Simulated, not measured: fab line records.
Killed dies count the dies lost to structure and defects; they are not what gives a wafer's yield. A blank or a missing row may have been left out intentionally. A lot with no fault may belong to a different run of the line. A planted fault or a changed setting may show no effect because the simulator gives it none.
fab line records | flow n5Finfet | part 2 of 2: steps 28 to 37 of 37
record: lots: 5 | wafers: 15 | lastDay: 16
route steps=1938 shown SD_EPI_N@284 SD_EPI_P@295
lots that met no fault: taken from a fault-free run of the same line
startH: start of the lot's first displayed wafer, in hours after the record's first day | waitH: how many hours have passed since the lot's step before this one | " the same as in the row above | L1.1+2: one row covering several wafers at once | - no value present, or no start provided | * or withheld: withheld | < > ~ a bound
route shown NAME@n: names a module that has steps shown in the file, with the first one's number in the route | usual: mean and standard deviation over wafers with no fault | same: alike in all rows | chamber/n: place in a boat | sites: readings site by site | _std_site: how widely they spread, as a standard deviation | _edge_site: outer sites' mean less inner sites' | radiusMm: for every site, how far away it sits from the centre of the wafer | mask NAME#n: copy n | behind: the most recent tool/chamber to have shaped the wafer | hold: cause of the lot's hold/its duration in hours/its outcome | device: the transistor (n, p or np) that didn't switch | end of line: the route-end tests of the same wafers | a step without rows: its recipe alone | killed: the dies lost at the first sort to structure and to defects; this is not the yield of the wafer | map: dies across one wafer; x = killed, . = not, _ = none there
set.NAME: the setting as run; set.NAME@STEP: as run at that earlier step | model.NAME: the simulator's own value behind a step, which no gauge read
lots at selected steps of the route; one table per step, one row per wafer
services: from which hour (startH, from the record's first day; less than 0 if before it) a tool's chamber was out of use, for how many hours, and why
== steps ==
step: N5_SD_EPI_P_ETCH_47
recipe: chemistry: CH3F/O2 | target: SiOCN | targetDepthA: 250 | maskMaterial: SOC | ionEnergyEv: 60 | biasW: 29 | pressureMtorr: 30 | sourceW: 410 | Ar_flow_sccm: 150 | CH3F_flow_sccm: 30 | O2_flow_sccm: 20
usual: drypumpMotorCurrentA: 6.0/0.4 | oesProductAu: 0.76/0.084 | rfVppV: 128/3.8 | showerheadPlenumPTorr: 1.99/0.059 | throttleValvePct: 16.34/0.22
lot.wafer | tool       | chamber | startH | waitH | drypumpMotorCurrentA | oesProductAu | rfHoursCounterH | rfVppV | showerheadPlenumPTorr | throttleValvePct
L078.2    | rieDiel-03 | 1       | 77.05  | 0.1   | 5.8                  | 0.68         | 231             | 131    | 1.97                  | 16.46
L078.3    | "          | 3       | "      | "     | 6.4                  | 0.72         | 178             | 119    | 2.06                  | 16.29
L078.6    | "          | 3       | "      | "     | 6.4                  | 0.71         | -               | 120    | 2.06                  | 16.29
L083.1    | rieDiel-03 | 1       | 108.80 | 0.1   | 5.8                  | 0.68         | 240             | 131    | 1.96                  | 16.49
L083.2    | "          | 3       | "      | "     | 6.4                  | 0.72         | 187             | 119    | 2.06                  | 16.29
L083.3    | "          | 2       | "      | "     | 6.6                  | 0.74         | 193             | 131    | 1.96                  | 16.20
L084.1    | rieDiel-03 | 2       | 115.96 | 0.1   | 6.5                  | 0.74         | 195             | 130    | 1.96                  | 16.22
L084.3    | "          | 1       | "      | "     | 5.8                  | 0.67         | 242             | 131    | 1.96                  | 16.48
L084.5    | "          | 1       | "      | "     | 5.8                  | 0.68         | -               | 130    | 1.96                  | 16.48
L086.1    | rieDiel-01 | 3       | 128.86 | 0.1   | 5.9                  | 0.72         | 185             | 128    | 1.99                  | 16.40
L086.3    | "          | 1       | "      | "     | 6.1                  | 0.93         | 12              | 128    | 1.96                  | 16.24
L086.4    | "          | 0       | "      | "     | 6.2                  | 0.68         | 244             | 125    | 2.05                  | 16.51
L087.1    | rieDiel-01 | 3       | 133.64 | 0.1   | 5.9                  | 0.71         | 187             | 128    | 1.99                  | 16.42
L087.4    | "          | 1       | "      | "     | 6.0                  | 0.93         | 13              | 127    | 1.96                  | 16.26
L087.5    | "          | 0       | "      | "     | 6.2                  | 0.69         | -               | 125    | 2.05                  | 16.51
step: N5_SD_EPI_P_ETCH_16
recipe: chemistry: CHF3/O2 | target: SiO2 | targetDepthA: 50 | maskMaterial: SOC | pressureMtorr: 30 | sourceW: 650 | biasW: 170 | Ar_flow_sccm: 200 | CHF3_flow_sccm: 50 | O2_flow_sccm: 5 | ionEnergyEv: 200
usual: drypumpMotorCurrentA: 6.0/0.4 | oesProductAu: 0.77/0.084 | rfVppV: 525/16 | showerheadPlenumPTorr: 2.40/0.068 | throttleValvePct: 18.90/0.24
lot.wafer | tool       | chamber | startH | waitH | drypumpMotorCurrentA | oesProductAu | rfHoursCounterH | rfVppV | showerheadPlenumPTorr | throttleValvePct
L078.2    | rieDiel-03 | 1       | 77.15  | 0.1   | 5.8                  | 0.68         | 231             | 542    | 2.38                  | 19.02
L078.3    | "          | 3       | "      | "     | 6.4                  | 0.72         | 178             | 486    | 2.47                  | 18.77
L078.6    | "          | 3       | "      | "     | 6.4                  | 0.72         | -               | 487    | 2.47                  | 18.79
L083.1    | rieDiel-03 | 1       | 108.90 | 0.1   | 5.9                  | 0.68         | 240             | 542    | 2.37                  | 19.04
L083.2    | "          | 3       | "      | "     | 6.4                  | 0.72         | 187             | 487    | 2.47                  | 18.80
L083.3    | "          | 2       | "      | "     | 6.6                  | 0.73         | 194             | 537    | 2.36                  | 18.71
L084.1    | rieDiel-03 | 2       | 116.06 | 0.1   | 6.6                  | 0.73         | 195             | 535    | 2.36                  | 18.73
L084.3    | "          | 1       | "      | "     | 5.8                  | 0.68         | 242             | 542    | 2.37                  | 19.05
L084.5    | "          | 1       | "      | "     | 5.9                  | 0.68         | -               | 542    | 2.37                  | 19.05
L086.1    | rieDiel-01 | 3       | 128.96 | 0.1   | 5.9                  | 0.71         | 185             | 524    | 2.40                  | 18.94
L086.3    | "          | 1       | "      | "     | 6.1                  | 0.94         | 12              | 523    | 2.36                  | 18.86
L086.4    | "          | 0       | "      | "     | 6.2                  | 0.68         | 244             | 518    | 2.48                  | 19.09
L087.1    | rieDiel-01 | 3       | 133.74 | 0.1   | 5.9                  | 0.70         | 187             | 525    | 2.40                  | 18.94
L087.4    | "          | 1       | "      | "     | 6.1                  | 0.93         | 13              | 523    | 2.36                  | 18.86
L087.5    | "          | 0       | "      | "     | 6.2                  | 0.68         | -               | 518    | 2.48                  | 19.10
step: N5_SD_EPI_P_STRIP_50
recipe: chemistry: CHF3/O2 | resist: SiARC | rfFrequencyHz: 6e+07
lot.wafer  | tool       | chamber | startH | waitH
L078.2+3+6 | rieDiel-03 | 1,3,3   | 77.19  | 0.0
L083.1+2+3 | rieDiel-03 | 1,3,2   | 108.94 | 0.0
L084.1+3+5 | rieDiel-03 | 2,1,1   | 116.10 | 0.0
L086.1+3+4 | rieDiel-01 | 3,1,0   | 129.00 | 0.0
L087.1+4+5 | rieDiel-01 | 3,1,0   | 133.78 | 0.0
step: N5_SD_EPI_P_SD_RECESS_17
recipe: chemistry: HBr/Cl2/O2 | targetDepthA: 391 | btTimeS: 3 | pressureMtorr: 10 | icpW: 800 | biasW: 112 | HBr_flow_sccm: 150 | Cl2_flow_sccm: 80 | O2_flow_sccm: 12
usual: HBr_flow_sccm: 150.1/0.48 | drypumpMotorCurrentA: 5.6/0.4 | oesProductAu: 0.999/0.02 | throttleValvePct: 37.14/0.24
same: btTimeS: 3
lot.wafer | tool     | chamber | startH | waitH | HBr_flow_sccm | drypumpMotorCurrentA | oesProductAu | rfHoursCounterH | throttleValvePct
L078.2    | rieSi-04 | 0       | 77.22  | 0.0   | 150.2         | 6.4                  | 0.966        | 148             | 36.86
L078.3    | "        | 3       | "      | "     | 150.4         | 5.4                  | 1.012        | 111             | 37.57
L078.6    | "        | 0       | "      | "     | 150.7         | 6.4                  | 0.961        | -               | 36.85
L083.1    | rieSi-02 | 2       | 108.97 | 0.0   | 150.0         | 5.5                  | 0.982        | 153             | 37.09
L083.2    | "        | 0       | "      | "     | 149.5         | 5.9                  | 0.998        | 148             | 37.19
L083.3    | "        | 3       | "      | "     | 150.0         | 5.9                  | 0.992        | 152             | 37.03
L084.1    | rieSi-02 | 2       | 116.14 | 0.0   | 149.2         | 5.6                  | 0.972        | 153             | 37.09
L084.3    | "        | 1       | "      | "     | 149.4         | 6.0                  | 0.974        | 9               | 37.47
L084.5    | "        | 3       | "      | "     | 150.0         | 5.8                  | 0.999        | -               | 37.03
L086.1    | rieSi-02 | 1       | 129.03 | 0.0   | 150.2         | 6.0                  | 0.980        | 9               | 37.48
L086.3    | "        | 2       | "      | "     | 149.8         | 5.5                  | 0.975        | 153             | 37.09
L086.4    | "        | 0       | "      | "     | 149.5         | 5.9                  | 1.002        | 148             | 37.18
L087.1    | rieSi-05 | 3       | 133.81 | 0.0   | 149.8         | 5.6                  | 0.993        | 101             | 36.90
L087.4    | "        | 1       | "      | "     | 150.6         | 4.9                  | 1.033        | 76              | 36.96
L087.5    | "        | 1       | "      | "     | 150.2         | 4.9                  | 1.025        | -               | 36.95
step: N5_SD_EPI_P_WET_ETCH_45
recipe: chemistry: dHF | dilution: withheld | timeS: 10.7 | target: SiO2 | targetDepthA: 20 | tempC: 25 | dry: ipaMarangoni | rinseTimeS: 30 | rinseTempC: 23
same: rinseTimeS: 30
lot.wafer  | tool        | chamber | startH | waitH
L078.2+3+6 | wetBench-01 | 0,6,5   | 77.32  | 0.1
L083.1+2+3 | wetBench-02 | 7,2,3   | 109.07 | 0.1
L084.1+3+5 | wetBench-06 | 2,5,6   | 116.23 | 0.1
L086.1+3+4 | wetBench-01 | 3,1,0   | 129.13 | 0.1
L087.1+4+5 | wetBench-06 | 5,0,2   | 133.90 | 0.1
step: N5_SD_EPI_P_STRIP_40
recipe: chemistry: N2/H2 | powerW: 1000 | tempC: 250 | h2Frac: 0.65 | overashFraction: 0.3 | pressureMtorr: withheld | n2FlowSccm: 1750 | h2FlowSccm: 3250
usual: drypumpMotorCurrentA: 5.7/0.49 | heaterPowerW: 347/19 | oesProductAu: 0.763/0.012
lot.wafer | tool           | chamber | startH | waitH | drypumpMotorCurrentA | heaterPowerW | oesProductAu | rfHoursCounterH
L078.2    | plasmaAsher-01 | 0       | 77.37  | 0.0   | 5.1                  | 378          | 0.762        | 41
L078.3    | "              | 0       | "      | "     | 5.1                  | 376          | 0.783        | -
L078.6    | "              | 0       | "      | "     | 5.1                  | 375          | 0.770        | -
L083.1    | plasmaAsher-01 | 1       | 109.12 | 0.0   | 6.4                  | 340          | 0.764        | 48
L083.2    | "              | 0       | "      | "     | 5.1                  | 369          | 0.748        | 48
L083.3    | "              | 0       | "      | "     | 5.1                  | 381          | 0.778        | -
L084.1    | plasmaAsher-01 | 0       | 116.28 | 0.0   | 5.1                  | 376          | 0.772        | 49
L084.3    | "              | 0       | "      | "     | 5.1                  | 366          | 0.761        | -
L084.5    | "              | 0       | "      | "     | 5.1                  | 377          | 0.774        | -
L086.1    | plasmaAsher-01 | 0       | 129.18 | 0.0   | 5.1                  | 377          | 0.762        | 52
L086.3    | "              | 1       | "      | "     | 6.4                  | 324          | 0.759        | -
L086.4    | "              | 0       | "      | "     | 5.1                  | 379          | 0.749        | -
L087.1    | plasmaAsher-01 | 0       | 133.95 | 0.0   | 5.1                  | 375          | 0.776        | 53
L087.4    | "              | 1       | "      | "     | 6.4                  | 333          | 0.774        | -
L087.5    | "              | 0       | "      | "     | 5.1                  | 377          | 0.774        | -
step: N5_SD_EPI_P_PRECLEAN_52
recipe: chemistry: O3/DIW | timeS: 60 | tempC: 22 | o3Ppm: 10
lot.wafer  | tool        | chamber | startH | waitH
L078.2+3+6 | wetBench-06 | 5,3,6   | 77.46  | -
L083.1+2+3 | wetBench-02 | 4,2,6   | 109.20 | -
L084.1+3+5 | wetBench-01 | 3,4,7   | 116.37 | -
L086.1+3+4 | wetBench-06 | 5,0,2   | 129.27 | -
L087.1+4+5 | wetBench-02 | 7,1,4   | 134.04 | -
step: N5_SD_EPI_P_SRD_20
recipe: dry: ipaMarangoni | doPpb: 5 | timeS: 30 | tempC: 23 | rinseLiquid: diw
lot.wafer  | tool        | chamber | startH | waitH
L078.2+3+6 | wetBench-06 | 5,3,6   | 77.48  | 0.0
L083.1+2+3 | wetBench-02 | 4,2,6   | 109.22 | 0.0
L084.1+3+5 | wetBench-01 | 3,4,7   | 116.39 | 0.0
L086.1+3+4 | wetBench-06 | 5,0,2   | 129.29 | 0.0
L087.1+4+5 | wetBench-02 | 7,1,4   | 134.06 | 0.0
step: N5_SD_EPI_P_PRECLEAN_51
recipe: chemistry: NF3:NH3 | afsCycles: 1 | tempC: 30 | timeS: 20 | sublimationTempC: 180 | sublimationTimeS: 60 | pressureTorr: 3 | rfPowerW: 30
lot.wafer  | tool        | chamber | startH | waitH
L078.2+3+6 | epiRpcvd-01 | 0       | 77.56  | 0.1
L083.1+2+3 | epiRpcvd-04 | 0       | 109.27 | 0.0
L084.1+3+5 | epiRpcvd-03 | 0       | 116.44 | 0.0
L086.1+3+4 | epiRpcvd-03 | 0       | 129.34 | 0.0
L087.1+4+5 | epiRpcvd-03 | 0       | 134.11 | 0.0
step: N5_SD_EPI_P_VAPOR_ETCH_44
recipe: chemistry: NF3/Ar | target: SiGe30 | tempC: 25 | timeS: 3.3 | mode: isotropic
lot.wafer  | tool        | chamber | startH | waitH
L078.2+3+6 | epiRpcvd-01 | 0       | 77.80  | 0.2
L083.1+2+3 | epiRpcvd-04 | 0       | 109.45 | 0.1
L084.1+3+5 | epiRpcvd-03 | 0       | 116.62 | 0.1
L086.1+3+4 | epiRpcvd-03 | 0       | 129.52 | 0.1
L087.1+4+5 | epiRpcvd-03 | 0       | 134.29 | 0.1
== services ==
tool           | chamber | startH | hours | kind
rieDiel-01     | 1       | 55.31  | -     | clean
rieDiel-01     | 1       | 55.31  | -     | consumableReplace:focusRing
rieDiel-01     | 1       | 55.31  | 27.1  | scheduledDown
rieDiel-01     | 1       | 55.31  | 27.1  | ventCycle
arfiScanner-02 | -       | 61.09  | 17.2  | repair
epiRpcvd-04    | -       | 75.35  | 6.0   | pm
aldSin-03      | -       | 77.00  | 0.6   | repair
arfiScanner-02 | -       | 78.97  | 3.1   | pm
arfiScanner-03 | -       | 79.07  | 6.0   | repair
arfiScanner-01 | -       | 83.38  | 1.0   | pm
aldSin-01      | -       | 85.25  | 14.0  | pm
rieSi-05       | 2       | 90.35  | 12.3  | repair
arfiScanner-02 | -       | 93.43  | 3.6   | repair
rieSi-05       | 0       | 95.30  | 2.4   | repair
wetBench-01    | -       | 99.38  | 1.9   | pm
arfiScanner-03 | -       | 103.84 | 1.0   | pm
arfiScanner-02 | -       | 107.96 | 1.0   | pm
wetBench-05    | -       | 113.79 | 1.9   | pm
rieSi-02       | 0       | 114.51 | 2.6   | repair
arfiScanner-02 | -       | 117.68 | 0.8   | pm
arfiScanner-01 | -       | 123.44 | 1.3   | pm
epiRpcvd-02    | -       | 123.87 | 4.3   | pm
wetBench-01    | -       | 130.96 | 13.5  | repair
epiRpcvd-02    | -       | 132.39 | 8.7   | repair
